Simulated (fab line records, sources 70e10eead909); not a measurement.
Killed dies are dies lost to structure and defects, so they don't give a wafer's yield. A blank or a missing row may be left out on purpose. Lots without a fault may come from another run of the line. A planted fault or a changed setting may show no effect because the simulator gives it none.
Which tool did it? | flow nand_harc | 24 lots, 72 wafers sampled, at 5 steps of a route of 1302

WHAT THE GAUGES READ, wafer by wafer
NHARC_P_CONTACT_CD_MEAS_19. Usual: cd_nm 89.6 nm, standard deviation 1.1.
lot  | measured     | on        | cd_nm (nm)     | flag
L074 | day 5 21:41  | cd_sem-02 | 87.3 90.1 89.6 |
L075 | day 6 13:37  | cd_sem-02 | 89.7 89.8 89.9 |
L076 | day 6 20:49  | cd_sem-03 | 88.3 89.5 88.7 |
L077 | day 7 03:10  | cd_sem-02 | 87.1 87.0 87.3 |
L078 | day 7 12:23  | cd_sem-02 | 89.4 89.7 88.9 |
L079 | day 7 18:43  | cd_sem-02 | 91.1 90.0 89.5 |
L080 | day 8 10:16  | cd_sem-02 | 89.1 87.9 89.6 |
L081 | day 8 19:05  | cd_sem-02 | 90.8 89.5 89.9 |
L082 | day 9 11:04  | cd_sem-02 | 88.2 89.2 89.7 |
L083 | day 10 02:01 | cd_sem-02 | 90.7 89.8 89.6 |
L084 | day 10 03:13 | cd_sem-01 | 90.4 90.6 89.6 |
L085 | day 10 12:32 | cd_sem-02 | 88.4 90.5 88.5 |
L086 | day 10 19:08 | cd_sem-03 | 87.8 88.4 88.3 |
L087 | day 11 04:52 | cd_sem-03 | 90.9 89.0 90.3 |
L089 | day 11 23:58 | cd_sem-03 | 91.4 89.6 89.9 |
L088 | day 12 00:22 | cd_sem-03 | 89.8 90.8 89.0 |
L090 | day 12 17:43 | cd_sem-03 | 89.0 88.5 90.8 |
L091 | day 12 18:27 | cd_sem-02 | 89.7 90.2 90.9 |
L092 | day 13 07:29 | cd_sem-01 | 91.5 89.5 89.2 |
L093 | day 13 19:40 | cd_sem-03 | 88.5 88.8 89.9 |
L094 | day 14 18:54 | cd_sem-03 | 89.5 89.8 89.0 |
L095 | day 14 13:28 | cd_sem-02 | 90.3 90.9 90.8 |
L096 | day 15 06:48 | cd_sem-01 | 90.4 90.3 90.1 |
L097 | day 15 07:10 | cd_sem-03 | 90.1 90.1 91.1 |

NHARC_P_M0_OVL_MEAS_10: pitch 180 nm. Usual: overlay_x_nm 0.3 nm, standard deviation 0.61; overlay_y_nm 0.1 nm, standard deviation 0.81.
lot  | measured     | on         | overlay_x_nm (nm) | overlay_y_nm (nm) | flag
L074 | day 6 00:52  | overlay-01 | -0.9 -0.1 -0.4    | -0.7 -0.2 -0.7    |
L075 | day 6 16:51  | overlay-02 | 0.2 -0.4 -0.1     | -0.1 -0.5 -0.6    |
L076 | day 7 00:02  | overlay-01 | -0.2 -0.2 0.3     | -2.0 -1.0 -1.1    |
L077 | day 7 06:18  | overlay-02 | 0.3 1.2 1.0       | 0.9 1.2 0.7       |
L078 | day 7 15:35  | overlay-02 | 0.7 1.4 0.9       | 1.4 2.0 1.2       |
L079 | day 7 22:04  | overlay-01 | -0.1 -0.8 0.6     | 0.9 0.8 0.5       |
L080 | day 8 13:31  | overlay-01 | -0.4 -0.5 -0.8    | 0.1 0.0 0.0       |
L081 | day 8 22:09  | overlay-02 | 0.3 -0.3 0.1      | 1.3 0.9 1.2       |
L082 | day 9 14:47  | overlay-01 | 0.1 0.4 0.3       | -0.3 -0.8 -0.5    |
L083 | day 10 05:14 | overlay-02 | 0.3 -0.4 0.2      | 1.4 1.2 1.9       |
L084 | day 10 06:24 | overlay-01 | -0.1 -0.2 0.1     | -1.4 -1.1 -1.1    |
L085 | day 10 16:19 | overlay-02 | -0.5 -0.4 -1.0    | 0.1 -0.3 -0.3     |
L086 | day 10 22:56 | overlay-02 | 0.2 0.1 0.1       | 0.2 0.1 -0.4      |
L087 | day 11 07:57 | overlay-02 | 0.9 0.8 0.7       | -0.1 -0.6 -0.8    |
L089 | day 12 03:11 | overlay-01 | 1.5 1.3 1.2       | -0.2 0.0 -0.8     |
L088 | day 12 03:34 | overlay-02 | -0.7 -0.7 -0.7    | -0.6 -0.4 -0.3    |
L090 | day 12 20:55 | overlay-02 | 0.5 0.6 1.0       | 0.1 0.0 0.1       |
L091 | day 12 21:39 | overlay-02 | 0.6 1.2 1.3       | -0.5 -0.4 -0.6    |
L092 | day 13 10:34 | overlay-01 | 0.6 0.3 0.6       | 0.7 0.2 0.8       |
L093 | day 13 22:53 | overlay-01 | 0.5 0.7 1.0       | 0.6 0.1 -0.4      |
L094 | day 14 22:01 | overlay-02 | -0.1 0.8 0.6      | 1.8 1.4 1.3       |
L095 | day 14 16:33 | overlay-01 | 0.4 0.4 0.0       | 0.7 0.3 -0.2      |
L096 | day 15 10:01 | overlay-01 | 0.3 0.9 0.8       | -0.5 -0.3 -1.0    |
L097 | day 15 10:26 | overlay-02 | 0.1 0.2 0.0       | -0.4 -0.2 -0.5    |

WHICH TOOL RAN EACH LOT (tool, then ch and the chambers of the sampled wafers, then the start)
lot  | NHARC_P_GATE_STRIP_108             | NHARC_P_GATE_STRIP_113               | NHARC_P_GATE_DEGAS_109
L074 | rie_diel-05 ch 1,3, day 5 01:10    | plasma_asher-01 ch 0, day 5 16:40    | pvd_sputter-02, day 5 18:11
L075 | rie_diel-07 ch 0,1,2, day 5 17:35  | plasma_asher-02 ch 0,1, day 6 08:32  | pvd_sputter-01, day 6 10:07
L076 | rie_diel-01 ch 0,1, day 6 00:28    | plasma_asher-02 ch 0,1, day 6 15:51  | pvd_sputter-01, day 6 17:11
L077 | rie_diel-07 ch 0,2, day 6 06:55    | plasma_asher-02 ch 0,1, day 6 22:05  | pvd_sputter-01, day 6 23:40
L078 | rie_diel-05 ch 1,2,3, day 6 15:52  | plasma_asher-02 ch 1, day 7 07:11    | pvd_sputter-01, day 7 08:46
L079 | rie_diel-05 ch 0,1,2, day 6 21:37  | plasma_asher-02 ch 0,1, day 7 13:24  | pvd_sputter-01, day 7 14:57
L080 | rie_diel-05 ch 1,2,3, day 7 14:04  | plasma_asher-02 ch 0,1, day 8 05:05  | pvd_sputter-02, day 8 06:39
L081 | rie_diel-01 ch 2,3, day 7 22:40    | plasma_asher-02 ch 0,1, day 8 13:52  | pvd_sputter-01, day 8 15:28
L082 | rie_diel-07 ch 1,2,3, day 8 14:53  | plasma_asher-02 ch 0,1, day 9 05:59  | pvd_sputter-03, day 9 07:34
L083 | rie_diel-07 ch 0,1, day 9 05:44    | plasma_asher-02 ch 0,1, day 9 20:55  | pvd_sputter-03, day 9 22:16
L084 | rie_diel-05 ch 0,1, day 9 06:31    | plasma_asher-01 ch 1, day 9 21:52    | pvd_sputter-02, day 9 23:26
L085 | rie_diel-05 ch 0,3, day 9 15:49    | plasma_asher-02 ch 0,1, day 10 07:12 | pvd_sputter-02, day 10 08:46
L086 | rie_diel-07 ch 0,2, day 9 22:46    | plasma_asher-02 ch 0, day 10 13:51   | pvd_sputter-02, day 10 15:29
L087 | rie_diel-05 ch 0,1,3, day 10 08:21 | plasma_asher-01 ch 0,1, day 10 23:27 | pvd_sputter-02, day 11 01:11
L089 | rie_diel-05 ch 0,1,3, day 11 03:43 | plasma_asher-01 ch 0,1, day 11 18:58 | pvd_sputter-02, day 11 20:28
L088 | rie_diel-07 ch 0,3, day 11 03:52   | plasma_asher-02 ch 0,1, day 11 19:05 | pvd_sputter-01, day 11 20:43
L090 | rie_diel-01 ch 0,2, day 11 21:13   | plasma_asher-01 ch 0,1, day 12 12:28 | pvd_sputter-02, day 12 14:04
L091 | rie_diel-01 ch 0,1,3, day 11 21:58 | plasma_asher-01 ch 0,1, day 12 13:14 | pvd_sputter-01, day 12 14:50
L092 | rie_diel-05 ch 0,2,3, day 12 10:52 | plasma_asher-02 ch 0,1, day 13 02:11 | pvd_sputter-01, day 13 03:32
L093 | rie_diel-01 ch 0,3, day 12 21:10   | plasma_asher-02 ch 0,1, day 13 14:26 | pvd_sputter-01, day 13 16:02
L094 | rie_diel-05 ch 0,1,2, day 13 13:07 | plasma_asher-01 ch 0,1, day 14 04:13 | pvd_sputter-01, day 14 15:13
L095 | rie_diel-05 ch 1,2,3, day 13 17:14 | plasma_asher-02 ch 0,1, day 14 08:23 | pvd_sputter-03, day 14 09:59
L096 | rie_diel-07 ch 0,1,2, day 14 09:26 | plasma_asher-02 ch 0,1, day 15 01:33 | pvd_sputter-01, day 15 03:08
L097 | rie_diel-01 ch 1,2,3, day 14 10:10 | plasma_asher-01 ch 0,1, day 15 01:52 | pvd_sputter-01, day 15 03:29
- NHARC_P_GATE_STRIP_108: strips in O2.
- NHARC_P_GATE_STRIP_113: strips in N2/H2, time 740 s.
- NHARC_P_GATE_DEGAS_109: time 60 s.

WHAT THE TOOLS THEMSELVES READ (means of the sampled wafers that have a number; where no wafer has one, the mark that the record gives instead)
NHARC_P_GATE_STRIP_108. Usual: drypump_motor_current_A 6.0 A, standard deviation 0.5; o2_flow_sccm 499.8 sccm, standard deviation 1.4; oes_product_au 1.001 a.u., standard deviation 0.0071; rf_vpp_V 58.0 V, standard deviation 0.94; showerhead_plenum_p_Torr 3.62 Torr, standard deviation 0.12; throttle_valve_pct 17.036 %, standard deviation 0.0092.
lot  | tool        | drypump_motor_current_A (A) | o2_flow_sccm (sccm) | oes_product_au (a.u.) | rf_vpp_V (V) | showerhead_plenum_p_Torr (Torr) | throttle_valve_pct (%) | flag
L074 | rie_diel-05 | 6.4                         | 500.1               | 0.995                 | 58.3         | 3.64                            | 17.034                 |
L075 | rie_diel-07 | 5.8                         | 500.3               | 0.997                 | 58.1         | 3.61                            | 17.040                 |
L076 | rie_diel-01 | 6.1                         | 499.7               | 1.004                 | 57.7         | 3.69                            | 17.042                 |
L077 | rie_diel-07 | 5.5                         | 500.3               | 0.994                 | 59.0         | 3.72                            | 17.032                 |
L078 | rie_diel-05 | 6.4                         | 499.4               | 0.999                 | 58.0         | 3.63                            | 17.034                 |
L079 | rie_diel-05 | 6.3                         | 501.6               | 0.997                 | 57.3         | 3.58                            | 17.037                 |
L080 | rie_diel-05 | 6.4                         | 499.3               | 0.998                 | 58.4         | 3.63                            | 17.031                 |
L081 | rie_diel-01 | 5.2                         | 501.4               | 0.995                 | 57.4         | 3.50                            | 17.033                 |
L082 | rie_diel-07 | 6.0                         | 499.8               | 0.993                 | 57.6         | 3.62                            | 17.042                 |
L083 | rie_diel-07 | 6.1                         | 499.6               | 1.003                 | 56.9         | 3.50                            | 17.041                 |
L084 | rie_diel-05 | 6.3                         | 500.5               | 1.005                 | 58.2         | 3.59                            | 17.035                 |
L085 | rie_diel-05 | 5.9                         | 500.7               | 1.005                 | 57.8         | 3.65                            | 17.038                 |
L086 | rie_diel-07 | 5.3                         | 498.9               | 1.002                 | 58.8         | 3.73                            | 17.026                 |
L087 | rie_diel-05 | 6.1                         | 499.9               | 1.008                 | 58.0         | 3.64                            | 17.040                 |
L089 | rie_diel-05 | 6.1                         | 499.0               | 1.005                 | 57.5         | 3.64                            | 17.039                 |
L088 | rie_diel-07 | 5.4                         | 501.6               | 1.000                 | 57.8         | 3.76                            | 17.033                 |
L090 | rie_diel-01 | 5.3                         | 498.0               | 1.002                 | 58.3         | 3.59                            | 17.036                 |
L091 | rie_diel-01 | 6.0                         | 499.3               | 0.995                 | 57.3         | 3.64                            | 17.032                 |
L092 | rie_diel-05 | 6.1                         | 500.0               | 1.006                 | 59.2         | 3.63                            | 17.042                 |
L093 | rie_diel-01 | 5.9                         | 498.7               | 0.996                 | 58.2         | 3.58                            | 17.027                 |
L094 | rie_diel-05 | 6.3                         | 500.9               | 1.005                 | 58.4         | 3.57                            | 17.035                 |
L095 | rie_diel-05 | 6.4                         | 500.4               | 1.004                 | 58.5         | 3.62                            | 17.042                 |
L096 | rie_diel-07 | 5.8                         | 500.9               | 0.999                 | 58.7         | 3.61                            | 17.035                 |
L097 | rie_diel-01 | 5.5                         | 499.0               | 1.003                 | 57.5         | 3.55                            | 17.025                 |

NHARC_P_GATE_STRIP_113. Usual: drypump_motor_current_A 5.5 A, standard deviation 0.49; heater_power_w 91 W, standard deviation 5.7.
lot  | tool            | drypump_motor_current_A (A) | heater_power_w (W) | flag
L074 | plasma_asher-01 | 5.9                         | 81                 |
L075 | plasma_asher-02 | 5.4                         | 94                 |
L076 | plasma_asher-02 | 5.5                         | 95                 |
L077 | plasma_asher-02 | 5.4                         | 95                 |
L078 | plasma_asher-02 | 5.8                         | 95                 |
L079 | plasma_asher-02 | 5.1                         | 94                 |
L080 | plasma_asher-02 | 5.4                         | 95                 |
L081 | plasma_asher-02 | 5.4                         | 95                 |
L082 | plasma_asher-02 | 5.1                         | 94                 |
L083 | plasma_asher-02 | 5.1                         | 94                 |
L084 | plasma_asher-01 | 5.8                         | 89                 |
L085 | plasma_asher-02 | 5.5                         | 96                 |
L086 | plasma_asher-02 | 4.8                         | 89                 |
L087 | plasma_asher-01 | 5.8                         | 86                 |
L089 | plasma_asher-01 | 5.9                         | 83                 |
L088 | plasma_asher-02 | 5.1                         | 93                 |
L090 | plasma_asher-01 | 5.9                         | 84                 |
L091 | plasma_asher-01 | 5.9                         | 83                 |
L092 | plasma_asher-02 | 5.5                         | 94                 |
L093 | plasma_asher-02 | 5.1                         | 93                 |
L094 | plasma_asher-01 | 5.9                         | 84                 |
L095 | plasma_asher-02 | 5.1                         | 92                 |
L096 | plasma_asher-02 | 5.5                         | 93                 |
L097 | plasma_asher-01 | 5.9                         | 86                 |

NHARC_P_GATE_DEGAS_109. Usual: heater_power_w 452 W, standard deviation 28.
lot  | tool           | heater_power_w (W) | flag
L074 | pvd_sputter-02 | 434                |
L075 | pvd_sputter-01 | 462                |
L076 | pvd_sputter-01 | 493                |
L077 | pvd_sputter-01 | 455                |
L078 | pvd_sputter-01 | 468                |
L079 | pvd_sputter-01 | 467                |
L080 | pvd_sputter-02 | 465                |
L081 | pvd_sputter-01 | 450                |
L082 | pvd_sputter-03 | 414                |
L083 | pvd_sputter-03 | 429                |
L084 | pvd_sputter-02 | 417                |
L085 | pvd_sputter-02 | 466                |
L086 | pvd_sputter-02 | 437                |
L087 | pvd_sputter-02 | 457                |
L089 | pvd_sputter-02 | 441                |
L088 | pvd_sputter-01 | 457                |
L090 | pvd_sputter-02 | 446                |
L091 | pvd_sputter-01 | 465                |
L092 | pvd_sputter-01 | 452                |
L093 | pvd_sputter-01 | 463                |
L094 | pvd_sputter-01 | 462                |
L095 | pvd_sputter-03 | 428                |
L096 | pvd_sputter-01 | 457                |
L097 | pvd_sputter-01 | 453                |

THE ANSWER, worked out from the rows above alone
Rule: a lot is off if the mean of its wafers that have a number lies more than 3 standard deviations from the usual mean. A lot without any number at a reading at which 4 lots or more have one is off too. The other lots that the step has rows for count as sound. The gauges are gone through in route order, then the tools' own readings, and for those a lot's mean is taken as printed above. The first step at which some lot is off is used, and at that step the reading that is off furthest; a lot without a number counts as furthest.
No lot is off at any reading shown: from this, nothing can be told.

WHAT THE SIMULATOR HAD PUT IN
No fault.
